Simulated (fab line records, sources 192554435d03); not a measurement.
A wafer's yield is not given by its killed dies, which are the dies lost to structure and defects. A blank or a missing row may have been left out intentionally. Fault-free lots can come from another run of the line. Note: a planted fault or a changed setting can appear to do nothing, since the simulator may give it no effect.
Matching of chambers ; flow n5_finfet ; 4 sister chambers for N5_BEOL_M6_ALD_77 on ald_metal-04
The step deposits TaN, target thk 2 nm, pulse time 2 s, purge time 3 s. 8 wafers are shown with their chamber, then 8 later ones without.

## WAFERS, EACH WITH ITS CHAMBER
wafer;chamber;heater_power_w (W)
L085.5;0;435
L086.2;3;443
L088.1;0;442
L088.5;2;362
L092.2;3;447
L092.4;1;413
L092.5;1;407
L096.1;2;368

## WAFERS WHOSE CHAMBER IS MISSING
wafer;heater_power_w (W)
L096.4;461
L096.5;407
L095.3;458
L095.5;446
L095.6;457
L097.3;451
L097.4;441
L097.5;443

## THE CHAMBER EACH PASSED THROUGH
wafer;from the rows above;in truth
L096.4;can't be placed: 3 or 0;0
L096.5;1;1
L095.3;can't be placed: 3 or 0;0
L095.5;can't be placed: 3 or 0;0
L095.6;can't be placed: 3 or 0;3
L097.3;can't be placed: 3 or 0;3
L097.4;can't be placed: 0 or 3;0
L097.5;can't be placed: 3 or 0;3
Placed correctly: 1 of 8. From these rows, 7 cannot be placed; in 7 the true chamber is one of the candidates. Wrongly placed: 0.
How it was worked out, from the rows above alone: a wafer's distance from a chamber is the root of the sum, over the readings, of the square of ((its reading less the chamber's mean) divided by the reading's scatter). If the next closest chamber is less than 2 further off than the closest, the wafer can't be placed; otherwise it belongs to the closest. For every chamber, the mean is computed from those of its wafers that are shown. The scatter: take each reading less its chamber's mean, square it, sum over the shown wafers, divide by the number of wafers less the number of chambers, and take the root.
